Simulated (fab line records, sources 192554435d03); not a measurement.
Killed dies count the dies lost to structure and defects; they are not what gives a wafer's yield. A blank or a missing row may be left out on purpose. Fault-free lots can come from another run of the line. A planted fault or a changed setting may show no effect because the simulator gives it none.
fab line records ; flow n5Finfet
record lots=11; wafers=32; lastDay=17
route steps=1938 shown BEOL_M15@1829 MIM_TOP@1836 MIM_BOT_LITHO@1865 PASS1_CAP@1874
lots that met no fault: from a run of the same line without faults
startH: start of the lot's first displayed wafer, in hours after the record's first day ; waitH: time in hours since the lot's previous step ; " the same as in the row above ; L1.1+2: a single row standing in for several wafers ; - no value, or no start was given ; * or withheld: withheld ; < > ~ a bound
route shown NAME@n: a module of which the file shows steps, and the number in the route of the first ; usual: mean/standard deviation of fault-free wafers ; same: alike in all rows ; chamber/n: place in a boat ; sites: each site's reading ; _std_site: their standard deviation ; _edge_site: mean of outer sites minus mean of inner sites ; radiusMm: for every site, how far away it sits from the centre of the wafer ; mask NAME#n: copy n ; behind: tool/chamber where the wafer was last shaped ; hold: why the lot went on hold/how many hours it stayed there/how the hold came to an end ; device: names the non-switching transistor (n, p or np) ; end of line: the same wafers' tests at the end of the route ; where a step has no rows: the recipe by itself ; killed: the dies lost at the first sort to structure and to defects; this is not the yield of the wafer ; map: dies across one wafer; x = killed, . = not, _ = none there
set.NAME: setting as actually run; set.NAME@STEP: the setting as run at that earlier step ; model.NAME: the simulator's own value behind a step, which no gauge read
one table for each step of the route and one row for each wafer, over a sample of lots
services: from which hour (startH, from the record's first day; less than 0 if before it) a tool's chamber was out of use, for how many hours, and why
## steps
# step N5_BEOL_M15_INSPECT_55
# recipe inspectInstrument=darkfield; mode=postDep
# usual rawDefectCount=79/29
lot.wafer;tool;chamber;startH;waitH;rawDefectCount
L840.1;defectInspect-02;-;272.04;0.0;92
L840.4;defectInspect-02;-;272.04;0.0;74
L840.5;defectInspect-02;-;272.04;0.0;76
L839.1;defectInspect-01;-;275.53;0.0;54
L839.2;defectInspect-01;-;275.53;0.0;158
L839.4;defectInspect-01;-;275.53;0.0;108
L841.3;defectInspect-02;-;288.33;0.0;86
L841.4;defectInspect-02;-;288.33;0.0;84
L841.5;defectInspect-02;-;288.33;0.0;97
L846.4;defectInspect-02;-;327.23;0.0;63
L846.5;defectInspect-02;-;327.23;0.0;61
L848.2;defectInspect-02;-;334.32;0.0;61
L848.3;defectInspect-02;-;334.32;0.0;124
L848.4;defectInspect-02;-;334.32;0.0;63
L844.1;defectInspect-01;-;349.36;0.0;37
L844.3;defectInspect-01;-;349.36;0.0;58
L844.4;defectInspect-01;-;349.36;0.0;56
L850.1;defectInspect-01;-;354.39;0.0;73
L850.5;defectInspect-01;-;354.39;0.0;86
L850.6;defectInspect-01;-;354.39;0.0;101
L856.3;defectInspect-01;-;366.83;0.1;72
L856.5;defectInspect-01;-;366.83;0.1;53
L856.6;defectInspect-01;-;366.83;0.1;67
L855.2;defectInspect-02;-;374.91;0.0;113
L855.4;defectInspect-02;-;374.91;0.0;138
L855.5;defectInspect-02;-;374.91;0.0;143
L857.2;defectInspect-02;-;382.76;0.0;62
L857.3;defectInspect-02;-;382.76;0.0;99
L857.5;defectInspect-02;-;382.76;0.0;97
L860.3;defectInspect-01;-;393.13;0.0;92
L860.5;defectInspect-01;-;393.13;0.0;65
L860.6;defectInspect-01;-;393.13;0.0;107
# step N5_MIM_TOP_ALD_02
# recipe material=Al2O3; targetThkA=*; tempC=withheld; aldPrecursorFamily=TMA; aldCoReactant=O3; pulseTimeS=withheld; purgeTimeS=3; coReactantPurgeTimeS=withheld; coReactantPulseTimeS=3; aldCycles=withheld
# usual precursorPulseHeightRel=0.998/0.022
lot.wafer;tool;chamber;startH;waitH;precursorPulseHeightRel
L840.1;aldHk-01;2;-;-;0.984
L840.4;aldHk-01;1;-;-;1.003
L840.5;aldHk-01;1;-;-;0.981
L839.1;aldHk-02;2;-;-;1.025
L839.2;aldHk-02;1;-;-;0.988
L839.4;aldHk-02;0;-;-;1.002
L841.3;aldHk-01;0;-;-;1.012
L841.4;aldHk-01;3;-;-;0.992
L841.5;aldHk-01;1;-;-;0.991
L846.4;aldHk-02;3;-;-;1.027
L846.5;aldHk-02;3;-;-;1.017
L848.2;aldHk-01;1;-;-;1.024
L848.3;aldHk-01;3;-;-;0.959
L848.4;aldHk-01;0;-;-;1.015
L844.1;aldHk-02;1;-;-;1.007
L844.3;aldHk-02;2;-;-;0.969
L844.4;aldHk-02;3;-;-;0.958
L850.1;aldHk-01;3;-;-;1.002
L850.5;aldHk-01;3;-;-;0.984
L850.6;aldHk-01;0;-;-;1.002
L856.3;aldHk-01;2;-;-;1.019
L856.5;aldHk-01;0;-;-;0.962
L856.6;aldHk-01;1;-;-;1.025
L855.2;aldHk-02;1;-;-;0.984
L855.4;aldHk-02;3;-;-;0.981
L855.5;aldHk-02;1;-;-;0.993
L857.2;aldHk-02;2;-;-;0.965
L857.3;aldHk-02;1;-;-;0.981
L857.5;aldHk-02;2;-;-;0.968
L860.3;aldHk-02;3;-;-;0.978
L860.5;aldHk-02;2;-;-;0.950
L860.6;aldHk-02;3;-;-;1.014
# step N5_MIM_BOT_LITHO_DESCUM_10
# recipe chemistry=O2; timeS=7.9; sourcePowerW=50; biasPowerW=20; pressureMtorr=20; rfFrequencyHz=2.712e+07; tempC=40; o2FlowSccm=225
# usual drypumpMotorCurrentA=6.0/0.45; oesProductAu=0.78/0.095; rfVppV=243.0/1.2; showerheadPlenumPTorr=2.08/0.06; throttleValvePct=20.52/0.24
lot.wafer;tool;chamber;startH;waitH;drypumpMotorCurrentA;oesProductAu;rfHoursCounterH;rfVppV;showerheadPlenumPTorr;throttleValvePct
L840.1;rieDiel-02;0;276.83;0.1;6.2;0.85;54;245.0;2.13;20.39
L840.4;rieDiel-02;3;276.83;0.1;5.2;0.68;224;243.1;2.08;20.39
L840.5;rieDiel-02;1;276.83;0.1;5.8;0.74;-;244.2;2.08;20.62
L839.1;rieDiel-01;3;279.19;0.0;6.6;1.00;3;244.7;2.15;20.43
L839.2;rieDiel-01;2;279.19;0.0;5.6;0.73;149;241.6;2.01;20.66
L839.4;rieDiel-01;0;279.19;0.0;5.9;0.71;210;241.8;1.97;20.24
L841.3;rieDiel-02;1;293.08;0.0;5.8;0.74;191;242.7;2.08;20.64
L841.4;rieDiel-02;3;293.08;0.0;5.2;0.68;233;243.0;2.08;20.41
L841.5;rieDiel-02;0;293.08;0.0;6.2;0.83;-;243.9;2.13;20.40
L846.4;rieDiel-02;1;333.46;0.1;5.8;0.72;-;241.8;2.07;20.67
L846.5;rieDiel-02;3;333.46;0.1;5.2;0.67;-;244.2;2.07;20.42
L848.2;rieDiel-02;3;343.13;0.6;5.2;0.67;250;242.5;2.07;20.42
L848.3;rieDiel-02;0;343.13;0.6;6.2;0.81;85;243.9;2.12;20.44
L848.4;rieDiel-02;2;343.13;0.6;6.7;0.71;229;244.7;2.16;20.91
L844.1;rieDiel-01;2;353.40;0.0;5.6;0.71;170;241.2;2.00;20.68
L844.3;rieDiel-01;3;353.40;0.0;6.8;0.93;24;243.9;2.14;20.45
L844.4;rieDiel-01;1;353.40;0.0;6.2;0.79;129;244.8;2.12;20.79
L850.1;rieDiel-01;2;358.19;0.0;5.6;0.71;172;241.7;2.00;20.69
L850.5;rieDiel-01;0;358.19;0.0;5.9;0.70;-;240.7;1.96;20.28
L850.6;rieDiel-01;1;358.19;0.0;6.2;0.79;-;244.3;2.11;20.79
L856.3;rieDiel-04;3;374.18;0.0;5.6;0.86;59;243.3;2.13;20.66
L856.5;rieDiel-04;3;374.18;0.0;5.6;0.87;-;244.5;2.13;20.65
L856.6;rieDiel-04;2;374.18;0.0;6.0;0.72;-;243.8;2.07;20.16
L855.2;rieDiel-04;2;378.45;0.0;6.0;0.72;175;241.7;2.07;20.16
L855.4;rieDiel-04;3;378.45;0.0;5.6;0.86;60;242.8;2.13;20.65
L855.5;rieDiel-04;2;378.45;0.0;5.9;0.72;-;242.7;2.07;20.16
L857.2;rieDiel-02;3;388.28;0.0;5.2;0.96;8;243.2;2.07;20.11
L857.3;rieDiel-02;0;388.28;0.0;6.1;0.78;104;243.0;2.11;20.47
L857.5;rieDiel-02;0;388.28;0.0;6.2;0.78;-;244.8;2.11;20.46
L860.3;rieDiel-04;0;397.07;0.0;5.3;0.91;27;242.6;2.04;20.00
L860.5;rieDiel-04;0;397.07;0.0;5.3;0.89;-;242.7;2.04;20.01
L860.6;rieDiel-04;3;397.07;0.0;5.6;0.85;-;243.6;2.13;20.67
# step N5_PASSIVATION_PECVD_01
# recipe material=SiNx; targetThkA=2000; tempC=400; precursor=SiH4/NH3/N2; pressureTorr=4.9; rfW=1406; timeS=43.2
# usual chamberPressureTorr=4.901/0.011; heaterPowerOuterW=189/43; heaterPowerW=415/59; showerheadPlenumPTorr=8.67/0.062; throttleValvePct=29.2/1.5
lot.wafer;tool;chamber;startH;waitH;chamberPressureTorr;heaterPowerOuterW;heaterPowerW;showerheadPlenumPTorr;throttleValvePct
L840.1;pecvd-02;1;278.38;0.0;4.912;173;406;8.75;31.2
L840.4;pecvd-02;2;278.38;0.0;4.917;228;463;8.60;31.1
L840.5;pecvd-02;0;278.38;0.0;4.917;220;412;8.74;27.6
L839.1;pecvd-04;1;280.16;0.0;4.898;281;505;8.68;27.7
L839.2;pecvd-04;0;280.16;0.0;4.907;161;417;8.64;29.8
L839.4;pecvd-04;0;280.16;0.0;4.903;169;426;8.63;30.1
L841.3;pecvd-02;1;294.01;0.0;4.893;188;420;8.75;31.1
L841.4;pecvd-02;2;294.01;0.0;4.914;132;342;8.57;31.4
L841.5;pecvd-02;1;294.01;0.0;4.907;190;425;8.77;31.4
L846.4;pecvd-04;2;334.58;0.0;4.893;139;314;8.65;28.0
L846.5;pecvd-04;0;334.58;0.0;4.899;167;434;8.62;29.7
L848.2;pecvd-01;1;344.06;0.0;4.913;202;488;8.58;29.0
L848.3;pecvd-01;2;344.06;0.0;4.893;198;508;8.74;26.9
L848.4;pecvd-01;2;344.06;0.0;4.903;206;504;8.73;26.9
L844.1;pecvd-02;1;354.33;0.0;4.916;135;348;8.77;31.1
L844.3;pecvd-02;2;354.33;0.0;4.921;165;383;8.59;31.4
L844.4;pecvd-02;0;354.33;0.0;4.888;259;473;8.73;27.8
L850.1;pecvd-02;2;359.11;0.0;4.907;217;446;8.57;31.3
L850.5;pecvd-02;0;359.11;0.0;4.890;237;437;8.74;28.0
L850.6;pecvd-02;2;359.11;0.0;4.909;218;459;8.61;31.6
L856.3;pecvd-01;0;375.10;0.0;-;-;-;-;-
L856.5;pecvd-01;1;375.10;0.0;-;-;-;-;-
L856.6;pecvd-01;2;375.10;0.0;-;-;-;-;-
L855.2;pecvd-04;2;379.39;0.0;-;-;-;-;-
L855.4;pecvd-04;2;379.39;0.0;-;-;-;-;-
L855.5;pecvd-04;0;379.39;0.0;-;-;-;-;-
L857.2;pecvd-04;2;389.26;0.0;4.903;109;275;8.63;28.2
L857.3;pecvd-04;2;389.26;0.0;4.899;123;289;8.63;28.2
L857.5;pecvd-04;0;389.26;0.0;4.902;172;430;8.62;29.8
L860.3;pecvd-01;2;397.99;0.0;4.906;193;499;8.72;27.0
L860.5;pecvd-01;2;397.99;0.0;4.909;197;505;8.72;26.9
L860.6;pecvd-01;0;397.99;0.0;4.894;182;396;8.71;29.6
## services
tool;chamber;startH;hours;kind
aldHk-02;-;255.12;1.3;repair
pecvd-01;1;260.05;5.9;repair
pecvd-02;-;265.18;2.9;repair
pecvd-02;-;268.09;2.8;pm
rieDiel-01;1;269.22;5.2;repair
rieDiel-01;-;280.26;14.6;pm
pecvd-02;2;301.28;5.5;scheduledDown
rieDiel-01;1;315.35;8.1;repair
rieDiel-02;1;318.16;4.5;repair
rieDiel-02;3;322.29;6.9;repair
pecvd-02;-;323.87;14.6;pm
rieDiel-02;3;343.56;-;clean
rieDiel-02;3;343.56;-;consumableReplace:focusRing
rieDiel-02;3;343.56;21.9;scheduledDown
rieDiel-02;3;343.56;21.9;ventCycle
rieDiel-02;1;372.11;5.3;repair
rieDiel-01;2;372.55;2.4;repair
pecvd-04;1;378.30;10.9;repair
rieDiel-02;-;382.23;3.2;repair
rieDiel-02;2;393.73;-;clean
rieDiel-02;2;393.73;-;consumableReplace:focusRing
rieDiel-02;2;393.73;18.3;scheduledDown
rieDiel-02;2;393.73;18.3;ventCycle
pecvd-04;0;397.30;8.2;repair
## key
firstSign step=N5_PASSIVATION_PECVD_01; reading=toolRecord; direction=missing
effect none on later readings
metAt N5_PASSIVATION_PECVD_01
struckLots L855,L856
notActingAt N5_BEOL_M15_INSPECT_55,N5_MIM_TOP_ALD_02,N5_MIM_BOT_LITHO_DESCUM_10
onsetBetween 344.06 375.10
fault kind=skippedStepWhole; tool=pecvd-01,pecvd-04; chamber=-; onsetH=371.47; steps=N5_PASSIVATION_PECVD_01; scope=struckLotsOnly
